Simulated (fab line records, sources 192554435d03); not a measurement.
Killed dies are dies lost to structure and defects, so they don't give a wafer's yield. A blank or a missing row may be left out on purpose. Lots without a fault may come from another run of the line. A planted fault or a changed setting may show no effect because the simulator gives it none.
fab line records | flow n5_finfet
record lots=24 wafers=72 last_day=18
route steps=1938 shown ZERO_LAYER@15 FIN_SAQP@97 FIN_CUT@182 STI_FIN_REVEAL@199 DUMMY_GATE@219
lots that met no fault: from a run of the same line without faults
start_h: hours from the record's first day to the start of the lot's first wafer shown | wait_h: hours since the lot's step before | " the same as in the row above | L1.1+2: a row that stands for several wafers | - no value, or no start given | * or withheld: withheld | < > ~ a bound
route shown NAME@n: a module of which the file shows steps, and the number in the route of the first | usual: mean/standard deviation of fault-free wafers | same: alike in all rows | chamber/n: place in a boat | sites: the reading at each site | _std_site: their standard deviation | _edge_site: outer sites' mean less inner sites' | radius_mm: how far each site lies from the wafer's centre | mask NAME#n: copy n | behind: the tool/chamber that last shaped the wafer | hold: why the lot was held/for how many hours/how that ended | device: the transistor (n, p or np) that didn't switch | end of line: the same wafers' tests at the end of the route | a step without rows: its recipe alone | killed: dies lost to structure and defects at the first sort, not the wafer's yield | map: a wafer's dies, x killed, . not, _ none there
set.NAME: the setting as run; set.NAME@STEP: as run at that earlier step | model.NAME: the simulator's own value behind a step, which no gauge read
steps of the route over a sample of lots; a table a step, a row a wafer
services: from which hour (start_h, from the record's first day; less than 0 if before it) a tool's chamber was out of use, for how many hours, and why
## steps
# step N5_ZERO_LAYER_ETCH_17
# recipe chemistry=CF4 target=SiO2 target_depth_a=120 time_s=13.3 ion_energy_ev=350 pressure_mtorr=40 source_w=450 bias_w=215 Ar_flow_sccm=100 cf4_flow_sccm=100
# usual bias_w=215.0/0.63 drypump_motor_current_A=5.8/0.38 mfc_ar_sccm=100.0/0.31 oes_product_au=0.76/0.061 rf_vpp_V=949/5.1 showerhead_plenum_p_Torr=2.16/0.081 throttle_valve_pct=15.65/0.22
# columns lot.wafer tool chamber start_h wait_h bias_w drypump_motor_current_A mfc_ar_sccm oes_product_au rf_hours_counter_h rf_vpp_V showerhead_plenum_p_Torr throttle_valve_pct
L074.3 rie_diel-01 0 12.84 0.0 214.4 5.5 100.4 0.91 20 956 2.29 15.62
L074.4 " 3 " " 214.7 5.7 99.9 0.75 147 955 2.23 15.50
L074.5 " 2 " " 215.6 6.4 99.9 0.77 - 944 2.07 15.44
L075.2 rie_diel-01 1 18.71 0.0 215.3 6.3 100.0 0.84 105 953 2.24 15.17
L075.5 " 3 " " 214.7 5.7 100.3 0.74 - 954 2.23 15.52
L075.6 " 0 " " 215.3 5.4 100.0 0.91 - 957 2.28 15.65
L076.1 rie_diel-05 1 25.05 0.0 216.2 6.1 100.2 0.75 171 943 2.06 15.39
L076.4 " 2 " " 214.1 5.6 99.9 0.71 191 952 2.20 15.77
L076.6 " 3 " " 215.5 5.8 99.4 0.75 - 953 2.25 15.80
L077.3 rie_diel-06 0 30.76 0.0 215.4 4.9 100.6 0.70 - 944 2.04 16.18
L077.5 " 0 " " 215.0 4.9 100.0 0.71 - 942 2.04 16.16
L077.6 " 2 " " 215.1 6.3 99.9 0.74 - 949 2.14 15.54
L078.1 rie_diel-05 1 36.71 0.0 215.1 6.1 100.1 0.73 174 942 2.06 15.41
L078.2 " 0 " " 215.1 5.5 99.8 0.79 93 946 2.08 15.76
L078.5 " 3 " " 214.9 5.8 99.6 0.74 - 954 2.24 15.80
L079.3 rie_diel-06 0 42.72 0.0 214.8 4.9 99.6 0.70 208 943 2.04 16.17
L079.4 " 3 " " 214.1 6.3 99.4 0.84 48 951 2.19 15.59
L079.6 " 3 " " 213.6 6.3 99.6 0.85 - 951 2.19 15.61
L080.3 rie_diel-01 2 48.84 0.0 216.7 6.4 99.9 0.76 135 944 2.06 15.47
L080.4 " 0 " " 216.9 5.4 100.2 0.88 32 956 2.28 15.66
L080.5 " 0 " " 214.6 5.5 99.8 0.88 - 956 2.28 15.65
L081.1 rie_diel-05 1 54.87 0.0 215.5 6.1 100.3 0.74 179 942 2.06 15.43
L081.5 " 0 " " 215.0 5.5 99.9 0.79 - 945 2.08 15.78
L081.6 " 3 " " 215.5 5.7 100.0 0.75 - 954 2.24 15.81
L082.2 rie_diel-05 3 60.74 0.0 214.1 5.8 100.0 0.74 152 954 2.24 15.81
L082.3 " 2 " " 214.8 5.6 100.3 0.70 201 953 2.20 15.79
L082.6 " 2 " " 215.4 5.6 99.9 0.70 - 953 2.20 15.79
L083.2 rie_diel-01 0 68.02 0.0 214.4 5.5 99.7 0.87 37 957 2.28 15.66
L083.5 " 1 " " 214.3 6.3 100.3 0.82 - 956 2.23 15.20
L083.6 " 2 " " 215.3 6.4 99.8 0.76 - 943 2.06 15.46
L084.1 rie_diel-05 0 72.95 0.0 214.7 5.6 100.1 0.79 102 944 2.07 15.79
L084.3 " 3 " " 216.4 5.8 100.2 0.74 155 954 2.24 15.81
L084.4 " 2 " " 214.2 5.6 100.1 0.70 204 952 2.20 15.78
L085.1 rie_diel-06 2 78.84 0.0 215.1 6.3 100.2 0.73 168 949 2.14 15.57
L085.4 " 1 " " 215.9 5.8 99.8 0.93 8 952 2.20 15.53
L085.6 " 1 " " 215.6 5.8 100.2 0.93 - 953 2.20 15.50
L086.1 rie_diel-05 2 84.88 0.0 214.6 5.6 99.8 0.69 208 953 2.20 15.78
L086.3 " 1 " " 214.8 6.1 99.8 0.72 187 942 2.06 15.44
L086.5 " 2 " " 214.6 5.6 99.9 0.70 - 953 2.19 15.79
L087.1 rie_diel-05 2 90.73 0.0 214.0 5.6 100.4 0.69 209 954 2.19 15.80
L087.4 " 1 " " 215.1 6.1 99.8 0.72 189 943 2.05 15.45
L087.5 " 0 " " 215.2 5.5 99.9 0.78 - 944 2.07 15.81
L088.1 rie_diel-05 1 96.77 0.0 214.4 6.1 100.9 0.72 191 943 2.05 15.45
L088.3 " 2 " " 214.3 5.6 100.4 0.69 211 952 2.19 15.79
L088.4 " 3 " " 215.1 5.8 100.3 0.73 162 954 2.24 15.82
L089.1 rie_diel-01 3 102.75 0.0 213.7 5.7 99.8 0.73 174 954 2.22 15.57
L089.4 " 2 " " 215.0 6.4 99.6 0.75 150 943 2.06 15.50
L089.5 " 3 " " 214.9 5.7 99.8 0.73 - 953 2.22 15.56
L090.1 rie_diel-05 0 108.71 0.0 214.6 5.5 100.2 0.78 113 943 2.07 15.83
L090.2 " 2 " " 214.5 5.7 100.1 0.69 215 953 2.19 15.81
L090.5 " 0 " " 214.2 5.5 100.2 0.78 - 946 2.07 15.81
L091.2 rie_diel-05 0 114.72 0.0 216.3 5.5 99.9 0.77 115 945 2.07 15.82
L091.3 " 3 " " 215.1 5.8 100.2 0.73 166 955 2.24 15.84
L091.6 " 0 " " 215.9 5.5 99.9 0.76 - 943 2.07 15.81
L092.2 rie_diel-01 2 120.84 0.0 215.6 6.4 99.4 0.75 156 944 2.06 15.51
L092.3 " 0 " " 215.3 5.5 100.0 0.85 52 956 2.27 15.68
L092.4 " 1 " " 214.9 6.3 99.9 0.82 133 955 2.23 15.24
L093.1 rie_diel-01 1 126.84 0.0 213.7 6.3 100.3 0.81 135 955 2.23 15.23
L093.3 " 0 " " 214.7 5.5 100.0 0.85 55 956 2.27 15.72
L093.6 " 0 " " 214.2 5.5 100.4 0.85 - 956 2.27 15.71
L094.2 rie_diel-05 3 132.84 0.0 214.8 5.8 100.0 0.72 172 954 2.23 15.85
L094.3 " 2 " " 214.2 5.6 99.3 0.68 223 952 2.19 15.81
L094.5 " 1 " " 215.6 6.1 99.3 0.71 - 944 2.05 15.47
L095.1 rie_diel-06 0 138.74 0.0 213.9 4.9 100.2 0.68 236 940 2.03 16.22
L095.3 " 3 " " 215.0 6.3 99.7 0.81 75 951 2.18 15.67
L095.4 " 2 " " 214.7 6.4 99.8 0.71 187 948 2.13 15.60
L096.1 rie_diel-06 3 145.26 0.0 215.1 6.3 99.5 0.81 77 951 2.18 15.66
L096.3 " 0 " " 216.0 4.9 100.1 0.68 238 942 2.03 16.24
L096.5 " 3 " " 215.7 6.3 100.2 0.81 - 951 2.18 15.64
L097.1 rie_diel-05 2 150.84 0.0 214.3 5.6 99.8 0.68 228 952 2.19 15.85
L097.3 " 0 " " 215.7 5.5 100.3 0.76 126 943 2.07 15.86
L097.5 " 2 " " 214.2 5.6 100.3 0.68 - 953 2.19 15.83
# step N5_FIN_SAQP_THK_MEAS_05
# usual thk_nm=38.0/0.59
# columns lot.wafer tool chamber start_h wait_h thk_nm
L074.3 film_metro-01 - 21.04 0.1 37.2
L074.4 " - " " 38.4
L074.5 " - " " 37.8
L075.2 film_metro-02 - 27.55 0.1 36.8
L075.5 " - " " 38.5
L075.6 " - " " 37.6
L076.1 film_metro-01 - 33.25 0.1 37.7
L076.4 " - " " 38.2
L076.6 " - " " 38.2
L077.3 film_metro-02 - 39.35 0.1 38.2
L077.5 " - " " 38.1
L077.6 " - " " 38.6
L078.1 film_metro-01 - 45.14 0.1 38.1
L078.2 " - " " 37.5
L078.5 " - " " 38.0
L079.3 film_metro-01 - 50.67 0.1 37.9
L079.4 " - " " 38.7
L079.6 " - " " 38.3
L080.3 film_metro-01 - 57.00 0.1 38.1
L080.4 " - " " 38.1
L080.5 " - " " 39.1
L081.1 film_metro-02 - 62.78 0.1 37.8
L081.5 " - " " 38.4
L081.6 " - " " 37.8
L082.2 film_metro-01 - 69.13 0.1 38.2
L082.3 " - " " 37.6
L082.6 " - " " 38.1
L083.2 film_metro-02 - 76.94 0.1 37.8
L083.5 " - " " 38.2
L083.6 " - " " 38.3
L084.1 film_metro-02 - 81.78 0.1 37.9
L084.3 " - " " 37.8
L084.4 " - " " 38.7
L085.1 film_metro-02 - 87.29 0.1 37.7
L085.4 " - " " 38.0
L085.6 " - " " 38.7
L086.1 film_metro-01 - 93.03 0.1 38.4
L086.3 " - " " 38.8
L086.5 " - " " 39.7
L087.1 film_metro-02 - 104.27 0.1 37.5
L087.4 " - " " 38.1
L087.5 " - " " 38.0
L088.1 film_metro-02 - 107.09 0.1 37.8
L088.3 " - " " 37.8
L088.4 " - " " 38.4
L089.1 film_metro-01 - 111.01 0.1 38.7
L089.4 " - " " 38.8
L089.5 " - " " 38.9
L090.1 film_metro-02 - 117.76 0.1 37.5
L090.2 " - " " 37.6
L090.5 " - " " 37.8
L091.2 film_metro-01 - 123.02 0.1 38.0
L091.3 " - " " 37.1
L091.6 " - " " 37.9
L092.2 film_metro-01 - 129.88 0.1 38.2
L092.3 " - " " 37.9
L092.4 " - " " 37.6
L093.1 film_metro-02 - 134.73 0.1 37.7
L093.3 " - " " 37.9
L093.6 " - " " 38.4
L094.2 film_metro-02 - 141.10 0.1 38.1
L094.3 " - " " 37.3
L094.5 " - " " 38.4
L095.1 film_metro-02 - 146.56 0.1 37.8
L095.3 " - " " 38.4
L095.4 " - " " 38.0
L096.1 film_metro-02 - 154.07 0.1 37.8
L096.3 " - " " 36.3
L096.5 " - " " 37.4
L097.1 film_metro-02 - 158.95 0.1 38.3
L097.3 " - " " 38.4
L097.5 " - " " 38.8
# step N5_FIN_CUT_INSPECT_17
# recipe inspect_instrument=brightfield mode=aei
# usual raw_defect_count=230/61
# columns lot.wafer tool chamber start_h wait_h raw_defect_count
L074.3 defect_inspect-01 - 27.46 0.0 232
L074.4 " - " " 210
L074.5 " - " " 273
L075.2 defect_inspect-01 - 35.03 0.0 279
L075.5 " - " " 334
L075.6 " - " " 278
L076.1 defect_inspect-01 - 40.46 0.0 237
L076.4 " - " " 198
L076.6 " - " " 186
L077.3 defect_inspect-02 - 46.02 0.0 202
L077.5 " - " " 224
L077.6 " - " " 228
L078.1 defect_inspect-01 - 51.56 0.0 333
L078.2 " - " " 367
L078.5 " - " " 254
L079.3 defect_inspect-02 - 57.19 0.0 242
L079.4 " - " " 114
L079.6 " - " " 171
L080.3 defect_inspect-01 - 63.81 0.0 252
L080.4 " - " " 291
L080.5 " - " " 293
L081.1 defect_inspect-02 - 69.70 0.0 263
L081.5 " - " " 183
L081.6 " - " " 144
L082.2 defect_inspect-02 - 76.36 0.0 256
L082.3 " - " " 189
L082.6 " - " " 187
L083.2 defect_inspect-01 - 84.02 0.0 174
L083.5 " - " " 181
L083.6 " - " " 188
L084.1 defect_inspect-01 - 88.20 0.0 180
L084.3 " - " " 197
L084.4 " - " " 167
L085.1 defect_inspect-01 - 95.35 0.0 257
L085.4 " - " " 132
L085.6 " - " " 147
L086.1 defect_inspect-01 - 103.42 0.0 283
L086.3 " - " " 226
L086.5 " - " " 243
L087.1 defect_inspect-01 - 112.03 0.0 300
L087.4 " - " " 276
L087.5 " - " " 160
L088.1 defect_inspect-02 - 114.03 0.0 154
L088.3 " - " " 160
L088.4 " - " " 190
L089.1 defect_inspect-01 - 118.48 0.0 227
L089.4 " - " " 354
L089.5 " - " " 251
L090.1 defect_inspect-01 - 125.37 0.0 314
L090.2 " - " " 223
L090.5 " - " " 240
L091.2 defect_inspect-01 - 130.54 0.0 271
L091.3 " - " " 209
L091.6 " - " " 236
L092.2 defect_inspect-01 - 137.74 0.0 235
L092.3 " - " " 352
L092.4 " - " " 266
L093.1 defect_inspect-02 - 142.67 0.0 230
L093.3 " - " " 281
L093.6 " - " " 281
L094.2 defect_inspect-01 - 147.60 0.0 170
L094.3 " - " " 191
L094.5 " - " " 154
L095.1 defect_inspect-01 - 154.31 0.0 216
L095.3 " - " " 224
L095.4 " - " " 328
L096.1 defect_inspect-02 - 161.39 0.0 164
L096.3 " - " " 153
L096.5 " - " " 236
L097.1 defect_inspect-01 - 166.50 0.0 189
L097.3 " - " " 328
L097.5 " - " " 218
# step N5_STI_FIN_REVEAL_ETCH_34
# recipe chemistry=H2 mode=isotropic material=Si target=Si target_depth_a=9.7 temp_c=20 pressure_mtorr=4.5 icp_w=300 bias_w=0 h2_flow_sccm=7.5 he_flow_sccm=142.5
# usual drypump_motor_current_A=5.8/0.32 he_backside_leak_sccm=2.7/0.33 oes_product_au=1.001/0.018 throttle_valve_pct=25.6/0.4
# same bias_w=0
# columns lot.wafer tool chamber start_h wait_h drypump_motor_current_A he_backside_leak_sccm oes_product_au rf_hours_counter_h throttle_valve_pct
L074.3 rie_si-06 1 35.86 0.1 6.2 2.9 1.038 176 25.4
L074.4 " 3 " " 5.9 2.6 1.009 5 25.1
L074.5 " 1 " " 6.1 3.1 1.033 - 25.4
L075.2 rie_si-02 3 43.84 0.1 6.2 2.9 0.973 63 26.0
L075.5 " 1 " " 5.8 2.6 0.991 - 24.8
L075.6 " 0 " " 6.6 3.4 1.007 - 25.9
L076.1 rie_si-03 2 58.51 0.2 5.8 3.3 0.988 3 25.9
L076.4 " 3 " " 5.5 3.1 1.033 115 26.0
L076.6 " 0 " " 5.4 2.2 1.015 - 25.8
L077.3 rie_si-06 3 60.97 0.1 5.9 2.5 0.998 6 25.1
L077.5 " 3 " " 5.8 2.3 0.997 - 25.1
L077.6 " 0 " " 5.8 2.6 1.004 - 25.4
L078.1 rie_si-03 1 66.95 0.2 5.8 2.5 1.000 183 25.3
L078.2 " 0 " " 5.4 2.5 0.995 42 25.8
L078.5 " 1 " " 5.8 2.6 0.995 - 25.3
L079.3 rie_si-02 0 68.03 0.1 6.6 3.4 0.992 111 25.9
L079.4 " 1 " " 5.8 2.5 0.979 16 24.8
L079.6 " 2 " " 5.3 2.3 1.024 - 26.0
L080.3 rie_si-02 2 72.14 0.1 5.4 2.3 1.035 53 26.0
L080.4 " 1 " " 5.8 2.6 0.998 16 24.8
L080.5 " 1 " " 5.8 2.6 0.994 - 24.8
L081.1 rie_si-02 3 78.50 0.2 6.2 2.7 0.962 64 26.0
L081.5 " 2 " " 5.4 2.3 1.024 - 26.0
L081.6 " 1 " " 5.8 2.5 0.958 - 24.8
L082.2 rie_si-03 3 84.76 0.1 5.5 2.9 1.017 115 26.0
L082.3 " 2 " " 5.8 3.3 0.983 4 25.8
L082.6 " 2 " " 5.8 3.3 0.982 - 25.8
L083.2 rie_si-03 2 93.24 0.1 5.8 3.3 0.972 4 25.9
L083.5 " 0 " " 5.5 2.4 1.004 - 25.8
L083.6 " 3 " " 5.6 2.9 1.017 - 26.0
L084.1 rie_si-06 2 96.22 0.2 5.7 2.8 0.993 115 25.8
L084.3 " 3 " " 5.9 2.5 0.993 6 25.1
L084.4 " 0 " " 5.7 2.6 1.005 4 25.4
L085.1 rie_si-06 1 105.72 0.2 6.1 2.9 1.019 178 25.4
L085.4 " 2 " " 5.7 2.2 0.997 115 25.8
L085.6 " 2 " " 5.7 2.3 0.997 - 25.8
L086.1 rie_si-06 3 113.84 0.2 5.9 2.6 1.005 7 25.1
L086.3 " 2 " " 5.7 2.5 0.998 116 25.8
L086.5 " 2 " " 5.7 2.5 0.990 - 25.8
L087.1 rie_si-06 1 120.36 0.2 6.2 2.9 1.019 178 25.4
L087.4 " 2 " " 5.7 2.5 0.994 116 25.8
L087.5 " 0 " " 5.7 2.8 0.996 - 25.3
L088.1 rie_si-02 3 122.64 0.2 6.2 2.8 0.972 64 26.0
L088.3 " 2 " " 5.4 2.4 1.029 54 26.0
L088.4 " 0 " " 6.6 3.4 1.006 112 25.9
L089.1 rie_si-03 0 127.28 0.2 5.5 2.3 1.006 43 25.8
L089.4 " 3 " " 5.5 3.1 1.032 116 26.0
L089.5 " 0 " " 5.6 2.6 1.009 - 25.8
L090.1 rie_si-02 0 133.80 0.2 6.6 3.3 1.006 113 25.9
L090.2 " 1 " " 5.8 2.4 0.977 17 24.8
L090.5 " 3 " " 6.2 2.8 0.969 - 26.0
L091.2 rie_si-03 2 139.45 0.1 5.8 3.2 0.991 5 25.9
L091.3 " 0 " " 5.5 2.5 1.017 44 25.8
L091.6 " 1 " " 5.8 2.6 0.988 - 25.3
L092.2 rie_si-02 3 145.88 0.1 6.2 2.7 0.968 65 26.0
L092.3 " 2 " " 5.4 2.3 1.027 55 26.0
L092.4 " 0 " " 6.6 3.3 1.003 113 25.9
L093.1 rie_si-06 2 152.05 0.2 5.7 2.8 0.997 116 25.8
L093.3 " 1 " " 6.1 2.9 1.021 178 25.4
L093.6 " 1 " " 6.2 2.9 1.030 - 25.4
L094.2 rie_si-02 3 155.68 0.1 6.2 2.8 0.975 65 26.0
L094.3 " 1 " " 5.8 2.4 0.985 18 24.8
L094.5 " 3 " " 6.2 3.0 0.994 - 26.0
L095.1 rie_si-06 0 162.89 0.2 5.8 2.5 1.004 5 25.3
L095.3 " 3 " " 5.8 2.5 1.002 - 25.1
L095.4 " 0 " " 5.7 2.7 0.995 - 25.4
L096.1 rie_si-06 3 170.76 0.2 5.9 4.1 0.999 8 25.1
L096.3 " 0 " " 5.8 2.8 0.991 5 25.4
L096.5 " 3 " " 5.9 2.8 1.000 - 25.1
L097.1 rie_si-02 1 174.51 0.2 5.8 2.6 0.982 18 24.8
L097.3 " 2 " " 5.4 2.4 1.019 55 26.0
L097.5 " 1 " " 5.8 2.5 0.975 - 24.8
# step N5_STI_FIN_REVEAL_INSPECT_13
# recipe inspect_instrument=darkfield mode=post_clean
# usual raw_defect_count=12/5.5
# columns lot.wafer tool chamber start_h wait_h raw_defect_count
L074.3 defect_inspect-02 - 36.55 0.0 21
L074.4 " - " " 12
L074.5 " - " " 18
L075.2 defect_inspect-01 - 44.67 0.0 8
L075.5 " - " " 9
L075.6 " - " " 16
L076.1 defect_inspect-01 - 59.22 0.0 6
L076.4 " - " " 6
L076.6 " - " " 5
L077.3 defect_inspect-02 - 61.68 0.0 10
L077.5 " - " " 23
L077.6 " - " " 13
L078.1 defect_inspect-01 - 67.66 0.0 13
L078.2 " - " " 18
L078.5 " - " " 8
L079.3 defect_inspect-01 - 68.73 0.0 25
L079.4 " - " " 11
L079.6 " - " " 11
L080.3 defect_inspect-02 - 72.84 0.0 8
L080.4 " - " " 12
L080.5 " - " " 10
L081.1 defect_inspect-02 - 79.19 0.0 12
L081.5 " - " " 6
L081.6 " - " " 12
L082.2 defect_inspect-01 - 85.46 0.0 10
L082.3 " - " " 8
L082.6 " - " " 14
L083.2 defect_inspect-02 - 93.94 0.0 9
L083.5 " - " " 14
L083.6 " - " " 14
L084.1 defect_inspect-01 - 96.93 0.0 5
L084.3 " - " " 7
L084.4 " - " " 12
L085.1 defect_inspect-01 - 106.43 0.0 14
L085.4 " - " " 10
L085.6 " - " " 11
L086.1 defect_inspect-01 - 114.54 0.0 9
L086.3 " - " " 6
L086.5 " - " " 9
L087.1 defect_inspect-02 - 121.05 0.0 16
L087.4 " - " " 6
L087.5 " - " " 9
L088.1 defect_inspect-01 - 123.34 0.0 10
L088.3 " - " " 13
L088.4 " - " " 7
L089.1 defect_inspect-01 - 127.98 0.0 16
L089.4 " - " " 9
L089.5 " - " " 7
L090.1 defect_inspect-02 - 134.49 0.0 11
L090.2 " - " " 7
L090.5 " - " " 31
L091.2 defect_inspect-02 - 140.15 0.0 17
L091.3 " - " " 14
L091.6 " - " " 12
L092.2 defect_inspect-01 - 146.57 0.0 9
L092.3 " - " " 11
L092.4 " - " " 14
L093.1 defect_inspect-01 - 152.76 0.0 16
L093.3 " - " " 22
L093.6 " - " " 10
L094.2 defect_inspect-02 - 156.37 0.0 9
L094.3 " - " " 12
L094.5 " - " " 9
L095.1 defect_inspect-01 - 163.60 0.0 12
L095.3 " - " " 6
L095.4 " - " " 10
L096.1 defect_inspect-02 - 171.46 0.0 9
L096.3 " - " " 14
L096.5 " - " " 17
L097.1 defect_inspect-02 - 175.21 0.0 6
L097.3 " - " " 11
L097.5 " - " " 9
# step N5_DUMMY_GATE_THK_MEAS_05
# usual thk_nm=72.3/1
# columns lot.wafer tool chamber start_h wait_h thk_nm
L074.3 film_metro-02 - 40.74 0.1 72.1
L074.4 " - " " 72.7
L074.5 " - " " 72.6
L075.2 film_metro-02 - 49.30 0.2 72.5
L075.5 " - " " 73.0
L075.6 " - " " 71.8
L076.1 film_metro-02 - 64.24 0.2 71.8
L076.4 " - " " 70.8
L076.6 " - " " 72.8
L077.3 film_metro-02 - 68.23 0.2 70.2
L077.5 " - " " 72.3
L077.6 " - " " 71.2
L078.1 film_metro-02 - 71.85 0.2 73.4
L078.2 " - " " 73.1
L078.5 " - " " 72.0
L079.3 film_metro-01 - 75.65 0.2 72.4
L079.4 " - " " 72.0
L079.6 " - " " 71.2
L080.3 film_metro-01 - 79.53 0.1 73.0
L080.4 " - " " 72.9
L080.5 " - " " 74.1
L081.1 film_metro-02 - 85.34 0.1 71.7
L081.5 " - " " 72.2
L081.6 " - " " 71.1
L082.2 film_metro-01 - 89.63 0.1 72.2
L082.3 " - " " 72.2
L082.6 " - " " 72.9
L083.2 film_metro-02 - 99.03 0.1 71.3
L083.5 " - " " 71.3
L083.6 " - " " 71.0
L084.1 film_metro-01 - 102.24 0.1 72.6
L084.3 " - " " 72.1
L084.4 " - " " 71.9
L085.1 film_metro-02 - 111.38 0.1 71.7
L085.4 " - " " 72.2
L085.6 " - " " 71.9
L086.1 film_metro-02 - 118.78 0.1 73.1
L086.3 " - " " 71.6
L086.5 " - " " 72.3
L087.1 film_metro-02 - 125.72 0.2 71.5
L087.4 " - " " 72.6
L087.5 " - " " 72.2
L088.1 film_metro-02 - 128.64 0.1 71.8
L088.3 " - " " 71.1
L088.4 " - " " 71.0
L089.1 film_metro-01 - 132.38 0.2 73.2
L089.4 " - " " 71.5
L089.5 " - " " 72.9
L090.1 film_metro-01 - 143.76 0.2 72.5
L090.2 " - " " 73.1
L090.5 " - " " 73.8
L091.2 film_metro-01 - 149.23 0.1 71.5
L091.3 " - " " 73.2
L091.6 " - " " 73.0
L092.2 film_metro-02 - 152.19 0.1 73.9
L092.3 " - " " 73.1
L092.4 " - " " 74.7
L093.1 film_metro-01 - 159.10 0.2 71.9
L093.3 " - " " 70.5
L093.6 " - " " 71.5
L094.2 film_metro-01 - 160.55 0.2 71.3
L094.3 " - " " 70.9
L094.5 " - " " 71.0
L095.1 film_metro-01 - 167.99 0.2 72.1
L095.3 " - " " 71.6
L095.4 " - " " 72.9
L096.1 film_metro-01 - 175.63 0.2 71.0
L096.3 " - " " 72.8
L096.5 " - " " 73.1
L097.1 film_metro-02 - 179.40 0.2 75.4
L097.3 " - " " 75.2
L097.5 " - " " 73.6
## services
# columns tool chamber start_h hours kind
rie_diel-05 1 11.95 6.9 repair
rie_diel-05 - 16.27 0.5 repair
rie_diel-06 1 20.70 - clean
rie_diel-06 1 20.70 - consumable_replace:focus_ring
rie_diel-06 1 20.70 20.4 scheduled_down
rie_diel-06 1 20.70 20.4 vent_cycle
rie_si-02 2 25.78 1.9 repair
rie_diel-06 3 29.32 3.4 repair
rie_diel-06 3 35.01 4.2 repair
rie_si-06 3 69.79 6.4 repair
rie_si-06 - 80.34 4.0 pm
rie_diel-06 3 91.32 4.9 repair
rie_si-06 1 105.86 14.2 repair
rie_diel-06 2 124.88 3.2 repair
rie_si-06 - 125.24 14.6 pm
rie_si-02 3 146.81 3.9 repair
rie_si-06 - 149.28 0.4 repair
rie_diel-05 0 157.45 2.8 repair
rie_si-06 2 162.06 1.1 repair
rie_si-06 1 162.77 8.7 repair
rie_si-06 - 166.60 0.2 repair
rie_si-02 0 172.66 4.2 repair
## key
fault none
